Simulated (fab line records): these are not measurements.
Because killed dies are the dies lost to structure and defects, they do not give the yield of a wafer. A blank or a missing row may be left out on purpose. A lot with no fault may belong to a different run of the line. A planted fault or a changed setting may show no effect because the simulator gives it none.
fab line records + flow nandHarc
record
- lots=6
- wafers=18
- lastDay=32
route steps=1302 shown A_BLC@1125 A_M0@1137 END@1302
lots untouched by any fault: they come from a run of this same line in which no faults occurred
startH: hours from the record's opening day to when the first of the lot's shown wafers began + waitH: time in hours since the lot's previous step + " identical to the entry in the row above + L1.1+2: a row that stands for several wafers + - value missing, or start not given + * or withheld: withheld + < > ~ a bound
route shown NAME@n: a module of which the file shows steps, and the number in the route of the first + usual: mean/standard deviation taken from wafers without a fault + same: alike in all rows + chamber/n: place in a boat + sites: each site's reading + _std_site: the standard deviation of these + _edge_site: the outer-site mean with the inner-site mean subtracted + radiusMm: how far each site lies from the wafer's centre + mask NAME#n: copy n + behind: the tool/chamber that last shaped the wafer + hold: why the lot went on hold/how many hours it stayed there/how the hold came to an end + device: the transistor (n, p or np) that didn't switch + end of line: the same wafers' tests at the end of the route + a step given without rows: its recipe and nothing more + killed: the dies lost at the first sort to structure and to defects; this is not the yield of the wafer + map: shows each die of a wafer: x if killed, . if not, _ if none is there
set.NAME: the setting as run; set.NAME@STEP: as run at that earlier step + model.NAME: the simulator's own value behind a step, which no gauge read
certain route steps with their lots: each step a table, each wafer a row
services: when a tool's chamber went out of use (startH, in hours from the record's first day, below 0 if earlier), for how many hours, and the reason
## steps
# step NHARC_A_BLC_STRIP_29
# recipe
- cf4FlowSccm=150
- arFlowSccm=0
- biasW=0
- chemistry=CF4
# usual
- drypumpMotorCurrentA=5.4/0.46
- oesProductAu=1.003/0.012
- rfVppV=59.3/0.89
- showerheadPlenumPTorr=1.76/0.077
- throttleValvePct=13.284/0.0092
| lot.wafer | tool       | chamber | startH | waitH | drypumpMotorCurrentA | oesProductAu | rfHoursCounterH | rfVppV | showerheadPlenumPTorr | throttleValvePct |
|-----------|------------|---------|--------|-------|----------------------|--------------|-----------------|--------|-----------------------|------------------|
| L950.1    | rieDiel-10 | 0       | 534.92 | 0.1   | 5.0                  | 1.009        | 7               | 58.9   | 1.75                  | 13.279           |
| L950.4    | "          | 3       | "      | "     | 5.1                  | 0.982        | 7               | 57.8   | 1.66                  | 13.280           |
| L950.5    | "          | 0       | "      | "     | 5.0                  | 1.010        | -               | 57.9   | 1.75                  | 13.293           |
| L952.4    | rieDiel-04 | 3       | 567.20 | 0.1   | 5.2                  | 1.015        | 3               | 59.6   | 1.85                  | 13.272           |
| L952.3    | "          | 0       | "      | "     | 5.8                  | 0.996        | 3               | 59.2   | 1.80                  | 13.295           |
| L952.1    | "          | 1       | "      | "     | 6.4                  | 1.012        | 2               | 58.3   | 1.85                  | 13.292           |
| L954.2    | rieDiel-01 | 2       | 590.23 | 0.1   | 5.6                  | 0.991        | 10              | 58.6   | 1.91                  | 13.291           |
| L954.1    | "          | 1       | "      | "     | 6.4                  | 1.001        | 7               | 58.4   | 1.66                  | 13.285           |
| L954.5    | "          | 3       | "      | "     | 5.8                  | 0.990        | -               | 61.4   | 1.87                  | 13.295           |
| L955.2    | rieDiel-10 | 2       | 593.25 | 0.1   | 5.2                  | 1.011        | 11              | 58.8   | 1.83                  | 13.290           |
| L955.3    | "          | 3       | "      | "     | 5.1                  | 0.988        | 11              | 58.4   | 1.66                  | 13.287           |
| L955.5    | "          | 3       | "      | "     | 5.0                  | 0.998        | -               | 58.8   | 1.66                  | 13.285           |
| L953.2    | rieDiel-10 | 0       | 596.51 | 0.1   | 5.0                  | 0.987        | 11              | 59.4   | 1.75                  | 13.281           |
| L953.4    | "          | 2       | "      | "     | 5.2                  | 0.997        | 11              | 60.8   | 1.83                  | 13.303           |
| L953.6    | "          | 0       | "      | "     | 5.0                  | 0.987        | -               | 59.4   | 1.75                  | 13.287           |
| L968.4    | rieDiel-04 | 2       | 719.79 | 0.1   | 5.2                  | 0.996        | 0               | 58.3   | 1.69                  | 13.298           |
| L968.1    | "          | 0       | "      | "     | 5.8                  | 0.989        | 0               | 59.6   | 1.80                  | 13.282           |
| L968.5    | "          | 1       | "      | "     | 6.5                  | 0.983        | -               | 59.8   | 1.85                  | 13.275           |
# step NHARC_A_BLC_STRIP_21
# recipe
- o2FlowSccm=500
- arFlowSccm=0
- biasW=0
- chemistry=O2
# usual
- drypumpMotorCurrentA=5.4/0.45
- oesProductAu=1.001/0.011
- rfVppV=57.6/0.91
- showerheadPlenumPTorr=3.51/0.16
- throttleValvePct=17.036/0.009
| lot.wafer | tool       | chamber | startH | waitH | drypumpMotorCurrentA | oesProductAu | rfHoursCounterH | rfVppV | showerheadPlenumPTorr | throttleValvePct |
|-----------|------------|---------|--------|-------|----------------------|--------------|-----------------|--------|-----------------------|------------------|
| L950.1    | rieDiel-10 | 3       | 535.04 | 0.1   | 5.1                  | 0.992        | 7               | 58.3   | 3.31                  | 17.043           |
| L950.4    | "          | 0       | "      | "     | 5.0                  | 1.005        | 7               | 57.4   | 3.49                  | 17.036           |
| L950.5    | "          | 2       | "      | "     | 5.2                  | 1.021        | -               | 59.5   | 3.66                  | 17.040           |
| L952.1    | rieDiel-04 | 3       | 567.29 | 0.1   | 5.2                  | 0.993        | 3               | 57.8   | 3.70                  | 17.038           |
| L952.3    | "          | 0       | "      | "     | 5.8                  | 0.977        | 3               | 58.7   | 3.59                  | 17.046           |
| L952.4    | "          | 2       | "      | "     | 5.2                  | 1.005        | 3               | 57.7   | 3.39                  | 17.028           |
| L954.1    | rieDiel-01 | 2       | 590.33 | 0.1   | 5.7                  | 1.002        | 10              | 58.3   | 3.80                  | 17.025           |
| L954.2    | "          | 1       | "      | "     | 6.4                  | 1.003        | 7               | 58.3   | 3.31                  | 17.026           |
| L954.5    | "          | 3       | "      | "     | 5.8                  | 1.006        | -               | 57.9   | 3.74                  | 17.044           |
| L955.2    | rieDiel-10 | 0       | 593.35 | 0.1   | 5.0                  | 0.990        | 11              | 57.6   | 3.48                  | 17.039           |
| L955.3    | "          | 1       | "      | "     | 5.1                  | 1.011        | 10              | 58.3   | 3.36                  | 17.041           |
| L955.5    | "          | 0       | "      | "     | 5.0                  | 0.998        | -               | 57.6   | 3.48                  | 17.029           |
| L953.2    | rieDiel-04 | 2       | 596.65 | 0.1   | 5.2                  | 1.014        | 5               | 56.3   | 3.38                  | 17.037           |
| L953.6    | "          | 0       | "      | "     | 5.8                  | 0.986        | -               | 56.8   | 3.59                  | 17.027           |
| L953.4    | "          | 2       | "      | "     | 5.2                  | 1.021        | -               | 58.1   | 3.38                  | 17.044           |
| L968.1    | rieDiel-04 | 0       | 719.89 | 0.1   | 5.8                  | 0.981        | 0               | 57.1   | 3.58                  | 17.034           |
| L968.4    | "          | 1       | "      | "     | 6.5                  | 0.992        | 0               | 59.0   | 3.69                  | 17.045           |
| L968.5    | "          | 1       | "      | "     | 6.5                  | 0.989        | -               | 58.4   | 3.69                  | 17.041           |
# step NHARC_A_BLC_STRIP_22
# recipe
- timeS=600
- tempC=30
- chemistry=postEtchResidueRemover
# step NHARC_A_BLC_DEGAS_30
# recipe
- tempC=300
- timeS=60
# usual
- heaterPowerW=465/38
- susceptorTempC=300.01/0.18
| lot.wafer | tool          | chamber | startH | waitH | heaterPowerW | susceptorTempC |
|-----------|---------------|---------|--------|-------|--------------|----------------|
| L950.1    | pvdSputter-01 | -       | 535.44 | -     | 461          | 299.87         |
| L950.4    | "             | -       | "      | "     | 506          | 300.12         |
| L950.5    | "             | -       | "      | "     | 478          | 299.97         |
| L952.4    | pvdSputter-01 | -       | 567.71 | -     | 501          | -              |
| L952.3    | "             | -       | "      | "     | 428          | -              |
| L952.1    | "             | -       | "      | "     | 471          | -              |
| L954.1    | pvdSputter-02 | -       | 590.76 | -     | 463          | 300.31         |
| L954.2    | "             | -       | "      | "     | 383          | 300.04         |
| L954.5    | "             | -       | "      | "     | 469          | 300.00         |
| L955.3    | pvdSputter-01 | -       | 593.78 | -     | 525          | 299.96         |
| L955.2    | "             | -       | "      | "     | 484          | 299.91         |
| L955.5    | "             | -       | "      | "     | 496          | 300.08         |
| L953.2    | pvdSputter-03 | -       | 597.06 | -     | 488          | -              |
| L953.4    | "             | -       | "      | "     | 408          | -              |
| L953.6    | "             | -       | "      | "     | 488          | -              |
| L968.4    | pvdSputter-02 | -       | 720.36 | -     | 464          | 299.86         |
| L968.1    | "             | -       | "      | "     | 425          | 300.21         |
| L968.5    | "             | -       | "      | "     | 466          | 300.19         |
# step NHARC_A_BLC_PRE_CLEAN_31
# recipe
- timeS=15
- biasV=250
- gas=Ar
# step NHARC_A_BLC_PVD_32
# recipe
- targetThkA=50
- chamberPressurePa=5
- powerW=5000
- substrateTempC=200
- timeS=17.7
- material=Ti
# usual
- cathodeDcPowerW=4999.8/0.92
- chamberPressurePa=5.000/0.0099
- substrateTempC=200.01/0.17
- throttleValvePct=30.0/0.8
| lot.wafer | tool          | chamber | startH | waitH | cathodeDcPowerW | chamberPressurePa | substrateTempC | throttleValvePct |
|-----------|---------------|---------|--------|-------|-----------------|-------------------|----------------|------------------|
| L950.4    | pvdSputter-01 | -       | -      | -     | 5000.4          | 4.996             | 200.03         | 30.5             |
| L950.1    | "             | -       | "      | "     | 4999.5          | 5.013             | 200.07         | 30.3             |
| L950.5    | "             | -       | "      | "     | 4997.9          | 4.975             | 199.91         | 30.3             |
| L952.3    | pvdSputter-01 | -       | -      | -     | 4998.9          | 4.999             | 200.18         | 29.4             |
| L952.1    | "             | -       | "      | "     | 4999.0          | 4.992             | 199.98         | 29.0             |
| L952.4    | "             | -       | "      | "     | 4998.6          | 5.000             | 200.10         | 30.5             |
| L954.2    | pvdSputter-02 | -       | -      | -     | 4999.9          | 4.997             | 200.11         | 31.1             |
| L954.1    | "             | -       | "      | "     | 4999.6          | 4.987             | 200.33         | 28.4             |
| L954.5    | "             | -       | "      | "     | 5001.6          | 4.998             | 200.17         | 31.4             |
| L955.2    | pvdSputter-01 | -       | -      | -     | 4999.1          | 5.001             | 199.88         | 29.9             |
| L955.3    | "             | -       | "      | "     | 5000.2          | 5.009             | 199.89         | 29.3             |
| L955.5    | "             | -       | "      | "     | 5000.0          | 4.995             | 199.75         | 30.0             |
| L953.2    | pvdSputter-03 | -       | -      | -     | 5000.5          | 5.009             | 200.06         | 30.0             |
| L953.4    | "             | -       | "      | "     | 5000.4          | 5.007             | 199.99         | 29.1             |
| L953.6    | "             | -       | "      | "     | 4999.1          | 5.004             | 200.11         | 30.3             |
| L968.4    | pvdSputter-02 | -       | -      | -     | 4999.2          | 5.005             | 200.10         | 31.9             |
| L968.1    | "             | -       | "      | "     | 5001.7          | 4.990             | 200.00         | 29.7             |
| L968.5    | "             | -       | "      | "     | 4999.9          | 4.998             | 199.94         | 29.2             |
# step NHARC_A_BLC_ALD_23
# recipe
- targetThkA=30
- pulseTimeS=1
- aldCycles=150
- tempC=450
- material=TiN
# step NHARC_A_BLC_CVD_24
# recipe
- targetThkA=1500
- tempC=300
- pressureTorr=40
- wf6FlowSccm=40
- h2FlowSccm=1600
- arFlowSccm=1560
- timeS=434
- material=W
# usual
- heaterPowerW=500/53
- susceptorTempC=299.95/0.19
- throttleValvePct=7.96/0.2
| lot.wafer | tool    | chamber | startH | waitH | heaterPowerW | sinceWetCleanH | susceptorTempC | throttleValvePct |
|-----------|---------|---------|--------|-------|--------------|----------------|----------------|------------------|
| L950.1    | cvdW-02 | 1       | -      | -     | 578          | 73             | 299.97         | 8.03             |
| L950.4    | "       | 0       | "      | "     | 506          | -              | 299.96         | 8.23             |
| L950.5    | "       | 0       | "      | "     | 511          | -              | 300.07         | 7.83             |
| L952.1    | cvdW-02 | 0       | -      | -     | 522          | 105            | 299.86         | 8.16             |
| L952.3    | "       | 1       | "      | "     | 569          | -              | 299.96         | 7.89             |
| L952.4    | "       | 0       | "      | "     | 493          | -              | 299.79         | 7.72             |
| L954.2    | cvdW-02 | 1       | -      | -     | 588          | 128            | 299.93         | 7.92             |
| L954.1    | "       | 0       | "      | "     | 527          | 128            | 300.02         | 8.01             |
| L954.5    | "       | 0       | "      | "     | 515          | -              | 300.02         | 7.80             |
| L955.2    | cvdW-02 | 0       | -      | -     | 506          | 131            | 299.82         | 7.82             |
| L955.3    | "       | 0       | "      | "     | 516          | -              | 300.27         | 7.96             |
| L955.5    | "       | 1       | "      | "     | 572          | -              | 299.88         | 7.77             |
| L953.2    | cvdW-01 | 1       | -      | -     | 408          | 38             | -              | 7.85             |
| L953.4    | "       | 0       | "      | "     | 481          | -              | -              | 7.88             |
| L953.6    | "       | 0       | "      | "     | 478          | -              | -              | 7.77             |
| L968.1    | cvdW-01 | 0       | -      | -     | 467          | 161            | 299.98         | 8.12             |
| L968.4    | "       | 1       | "      | "     | 412          | -              | 300.17         | 8.20             |
| L968.5    | "       | 1       | "      | "     | 406          | -              | 299.99         | 8.17             |
# step NHARC_A_BLC_CMP_25
# recipe
- tOverpolishS=30
- targetThkNm=150
# step NHARC_A_BLC_SRD_27
# step NHARC_A_BLC_INSPECT_28
# usual
- rawDefectCount=502/97
| lot.wafer | tool             | chamber | startH | waitH | rawDefectCount |
|-----------|------------------|---------|--------|-------|----------------|
| L950.1    | defectInspect-01 | -       | 536.83 | 0.1   | 459            |
| L950.4    | "                | -       | "      | "     | 445            |
| L950.5    | "                | -       | "      | "     | 383            |
| L952.1    | defectInspect-01 | -       | 569.09 | 0.1   | 524            |
| L952.3    | "                | -       | "      | "     | 554            |
| L952.4    | "                | -       | "      | "     | 439            |
| L954.1    | defectInspect-02 | -       | 592.22 | 0.1   | 597            |
| L954.2    | "                | -       | "      | "     | 524            |
| L954.5    | "                | -       | "      | "     | 541            |
| L955.2    | defectInspect-01 | -       | 595.18 | 0.1   | 657            |
| L955.3    | "                | -       | "      | "     | 848            |
| L955.5    | "                | -       | "      | "     | 651            |
| L953.2    | defectInspect-01 | -       | 598.54 | 0.1   | 562            |
| L953.4    | "                | -       | "      | "     | 463            |
| L953.6    | "                | -       | "      | "     | 651            |
| L968.1    | defectInspect-02 | -       | 721.82 | 0.1   | 398            |
| L968.4    | "                | -       | "      | "     | 409            |
| L968.5    | "                | -       | "      | "     | 417            |
# step NHARC_A_M0_DEP_00
# recipe
- targetThkA=1500
- targetThkNm=150
- tempC=withheld
- pressureTorr=5
- flowSccm=200
- rfW=600
- material=SiOC
# usual
- chamberPressureTorr=4.999/0.011
- rfFwdPowerW=598.7/1.9
| lot.wafer | tool     | chamber | startH | waitH | chamberPressureTorr | rfFwdPowerW | sinceWetCleanH |
|-----------|----------|---------|--------|-------|---------------------|-------------|----------------|
| L950.1    | pecvd-04 | 1       | 536.90 | 0.1   | 4.980               | 597.5       | 73             |
| L950.5    | "        | 1       | "      | "     | 4.993               | 599.9       | -              |
| L950.4    | "        | 2       | "      | "     | 4.992               | 598.4       | -              |
| L952.3    | pecvd-03 | 2       | 569.63 | 0.5   | 4.990               | 596.0       | 10             |
| L952.1    | "        | 0       | "      | "     | 4.980               | 600.1       | 10             |
| L952.4    | "        | 1       | "      | "     | 5.001               | 599.3       | -              |
| L954.1    | pecvd-03 | 0       | 592.29 | 0.1   | -                   | -           | -              |
| L954.2    | "        | 2       | "      | "     | -                   | -           | -              |
| L954.5    | "        | 0       | "      | "     | -                   | -           | -              |
| L955.3    | pecvd-03 | 1       | 595.25 | 0.1   | -                   | -           | -              |
| L955.2    | "        | 0       | "      | "     | -                   | -           | -              |
| L955.5    | "        | 0       | "      | "     | -                   | -           | -              |
| L953.2    | pecvd-03 | 2       | 598.65 | 0.1   | 5.002               | 598.0       | 39             |
| L953.4    | "        | 1       | "      | "     | 5.006               | 597.7       | -              |
| L953.6    | "        | 0       | "      | "     | 5.004               | 597.7       | -              |
| L968.1    | pecvd-04 | 0       | 721.93 | 0.1   | 5.006               | 599.9       | 77             |
| L968.4    | "        | 0       | "      | "     | 4.997               | 602.9       | -              |
| L968.5    | "        | 1       | "      | "     | 4.987               | 598.3       | -              |
# step NHARC_A_M0_DEHYDRATE_01
# recipe
- tempC=150
- timeS=120
# step NHARC_END_SORT_01
# recipe
- tempC=25
# usual
- defectLimitedYield=91.1/2.9
- killedAtArray=55/20
- killedAtOther=1.1/1.2
- killedAtPeriphery=3.8/2.8
- killedDies=60/19
- killedOpen=3.4/1.9
- killedShort=2.2/1.5
# same
- grossDies=677
| lot.wafer | tool      | chamber | startH | waitH | defectLimitedYield[%] | killedAtArray | killedAtOther | killedAtPeriphery | killedDies | killedOpen | killedShort |
|-----------|-----------|---------|--------|-------|-----------------------|---------------|---------------|-------------------|------------|------------|-------------|
| L954.1    | prober-02 | 0       | 633.31 | 2.5   | 0                     | 673           | 4             | 0                 | 677        | 3          | 7           |
| L954.2    | prober-02 | 0       | 634.11 | 2.8   | 0                     | 676           | 1             | 0                 | 677        | 2          | 1           |
| L954.5    | prober-02 | 0       | 636.51 | 3.7   | 0                     | 670           | 4             | 3                 | 677        | 3          | 2           |
| L953.2    | prober-01 | 0       | 641.93 | 2.8   | 89.2                  | 65            | 2             | 6                 | 73         | 2          | 3           |
| L953.4    | prober-01 | 0       | 643.56 | 3.4   | 91.3                  | 52            | 2             | 5                 | 59         | 1          | 2           |
| L953.6    | prober-01 | 0       | 645.18 | 4.1   | 89.5                  | 64            | 3             | 4                 | 71         | 3          | 7           |
# killed by level:class
L954.1 A_M0:areaDep=637 A_CHANNEL_HOLE_D2:chamberFilmFlake=16 A_CHANNEL_HOLE_D1:chamberFilmFlake=5 A_ONON_D2:geometricParticle:short=2 A_WL_FILL:geometricParticle:short=2 A_STAIRCASE:chamberFilmFlake=2 A_CONTACT:chamberFilmFlake=2 THIN_TSV:chamberFilmFlake=2
L954.2 A_M0:areaDep=647 A_CHANNEL_HOLE_D2:chamberFilmFlake=12 A_SLIT:chamberFilmFlake=3 A_CONTACT:chamberFilmFlake=3 A_ZERO_WELL:chamberFilmFlake=2 A_CHANNEL_HOLE_D1:chamberFilmFlake=2 A_STAIRCASE:chamberFilmFlake=2 A_SOURCE_PLATE:geometricParticle:open=1
L954.5 A_M0:areaDep=648 A_CHANNEL_HOLE_D2:chamberFilmFlake=11 A_CHANNEL_HOLE_D1:chamberFilmFlake=4 THIN_TSV:chamberFilmFlake=4 P_M0:geometricParticle:open=1 P_M2:geometricParticle:short=1 A_WL_FILL:geometricParticle:open=1 A_WL_FILL:geometricParticle:short=1
L953.2 A_CHANNEL_HOLE_D1:chamberFilmFlake=40 A_CHANNEL_HOLE_D2:chamberFilmFlake=12 P_ZERO_WELL:chamberFilmFlake=2 P_CONTACT:chamberFilmFlake=2 A_DECK1_JOINT:chamberFilmFlake=2 A_WL_FILL:chamberFilmFlake=2 THIN_TSV:chamberFilmFlake=2 P_M2:geometricParticle:short=1
L953.4 A_CHANNEL_HOLE_D1:chamberFilmFlake=28 A_CHANNEL_HOLE_D2:chamberFilmFlake=11 A_STAIRCASE:chamberFilmFlake=3 P_ZERO_WELL:chamberFilmFlake=2 P_CONTACT:chamberFilmFlake=2 A_CHANNEL_FILL_D2:chamberFilmFlake=2 A_CONTACT:chamberFilmFlake=2 THIN_TSV:chamberFilmFlake=2
L953.6 A_CHANNEL_HOLE_D1:chamberFilmFlake=31 A_CHANNEL_HOLE_D2:chamberFilmFlake=15 A_DECK1_JOINT:chamberFilmFlake=3 A_WL_FILL:geometricParticle:short=2 A_CONTACT:chamberFilmFlake=2 THIN_TSV:chamberFilmFlake=2 P_CONTACT:geometricParticle:short=1 P_M0:geometricParticle:open=1
# map L954.1 (x killed, . not)
____________x____________
_________xxxxxxx_________
_______xxxxxxxxxxx_______
______xxxxxxxxxxxxx______
_____xxxxxxxxxxxxxxx_____
____xxxxxxxxxxxxxxxxx____
____xxxxxxxxxxxxxxxxx____
___xxxxxxxxxxxxxxxxxxx___
___xxxxxxxxxxxxxxxxxxx___
__xxxxxxxxxxxxxxxxxxxxx__
__xxxxxxxxxxxxxxxxxxxxx__
_xxxxxxxxxxxxxxxxxxxxxxx_
_xxxxxxxxxxxxxxxxxxxxxxx_
_xxxxxxxxxxxxxxxxxxxxxxx_
_xxxxxxxxxxxxxxxxxxxxxxx_
_xxxxxxxxxxxxxxxxxxxxxxx_
xxxxxxxxxxxxxxxxxxxxxxxxx
xxxxxxxxxxxxxxxxxxxxxxxxx
xxxxxxxxxxxxxxxxxxxxxxxxx
xxxxxxxxxxxxxxxxxxxxxxxxx
xxxxxxxxxxxxxxxxxxxxxxxxx
_xxxxxxxxxxxxxxxxxxxxxxx_
_xxxxxxxxxxxxxxxxxxxxxxx_
_xxxxxxxxxxxxxxxxxxxxxxx_
_xxxxxxxxxxxxxxxxxxxxxxx_
_xxxxxxxxxxxxxxxxxxxxxxx_
__xxxxxxxxxxxxxxxxxxxxx__
__xxxxxxxxxxxxxxxxxxxxx__
___xxxxxxxxxxxxxxxxxxx___
___xxxxxxxxxxxxxxxxxxx___
____xxxxxxxxxxxxxxxxx____
____xxxxxxxxxxxxxxxxx____
_____xxxxxxxxxxxxxxx_____
______xxxxxxxxxxxxx______
_______xxxxxxxxxxx_______
_________xxxxxxx_________
____________x____________
# map L952.1 (x killed, . not)
____________.____________
_________......._________
_______........xxx_______
______.............______
_____..............._____
____.................____
____.................____
___............x......___
___...................___
__.....................__
__.....................__
_..x...................._
_......................._
_......................._
_......................._
_.x................x...._
.........................
xxxx................x....
xxxxx..x.................
xxxxx..x........x........
xx.xx.xx.x...x...x..x....
_xxxxxx.......x.xxxx..x._
_xxxxxxx.xx.....x.xx.x.x_
_xx...xxx.x.....xxxxx..._
_x.xxxxxxx.......xxxxx.._
_x.xx.xxx.......xxxxxxx._
__.x.x.xx.......x..x..x__
__....xx.......x.x.xx..__
___...x..........x.xx.___
___..xx..x.x......xx..___
____..x....x.........____
____.x.x.............____
_____..............._____
______.............______
_______..........._______
_________......._________
____________.____________
## services
| tool          | chamber | startH | hours | kind   |
|---------------|---------|--------|-------|--------|
| rieDiel-01    | 1       | 511.08 | 4.7   | repair |
| pvdSputter-03 | -       | 526.04 | 10.0  | pm     |
| cvdW-02       | -       | 531.83 | 2.5   | repair |
| rieDiel-04    | -       | 531.92 | 9.0   | pm     |
| rieDiel-04    | 1       | 545.01 | 15.0  | repair |
| pecvd-03      | -       | 547.00 | 13.0  | pm     |
| cvdW-01       | -       | 547.08 | 13.0  | pm     |
| rieDiel-01    | -       | 558.68 | 9.0   | pm     |
| pvdSputter-01 | -       | 571.49 | 10.4  | repair |
| pvdSputter-01 | -       | 582.92 | 10.0  | pm     |
| rieDiel-04    | 1       | 593.36 | 8.4   | repair |
| rieDiel-01    | 3       | 615.78 | 5.5   | repair |
| cvdW-02       | -       | 631.00 | 13.0  | pm     |
| pecvd-04      | -       | 631.63 | 13.0  | pm     |
| pvdSputter-03 | -       | 637.47 | 4.3   | repair |
| pvdSputter-02 | -       | 638.96 | 10.0  | pm     |
| rieDiel-10    | 2       | 641.59 | 12.1  | repair |
| pecvd-03      | -       | 672.66 | 1.4   | repair |
| pvdSputter-02 | -       | 683.60 | 11.2  | repair |
| cvdW-01       | 1       | 685.37 | 19.7  | repair |
| rieDiel-01    | 2       | 687.97 | 4.4   | repair |
| rieDiel-04    | -       | 708.92 | 9.0   | pm     |
| pvdSputter-01 | -       | 710.34 | 7.1   | repair |
| rieDiel-10    | 1       | 715.74 | 32.8  | repair |
## key
firstSign
- step=NHARC_A_M0_DEP_00
- reading=toolRecord
- direction=missing
effect
- step=NHARC_END_SORT_01
- reading=defectLimitedYield
- direction=down
- sigmas=32
- usual=91.1
- struck=0
moreKillsBornAt
- NHARC_A_M0_DEP_00@pecvd-03=1932
metAt NHARC_A_M0_DEP_00
struckWafers L954.1,L954.2,L954.5,L955.2,L955.3,L955.5
laterRowsLeftOut L954.1,L954.2,L954.5,L955.2,L955.3,L955.5
sortLeftOut L955.2,L955.3,L955.5
onsetBetween 569.63 592.29
fault
- kind=skippedStepWhole
- tool=pecvd-03
- chamber=-
- onsetH=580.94
- steps=NHARC_A_M0_DEP_00
- scope=struckLotsOnly
# sortLeftOut: the simulated sort isn't trusted on such a fault, so these wafers' sort isn't shown, and their yield isn't known
# laterRowsLeftOut: the simulator's readings of these wafers behind a module that went badly wrong aren't trusted and aren't shown, but for the sort
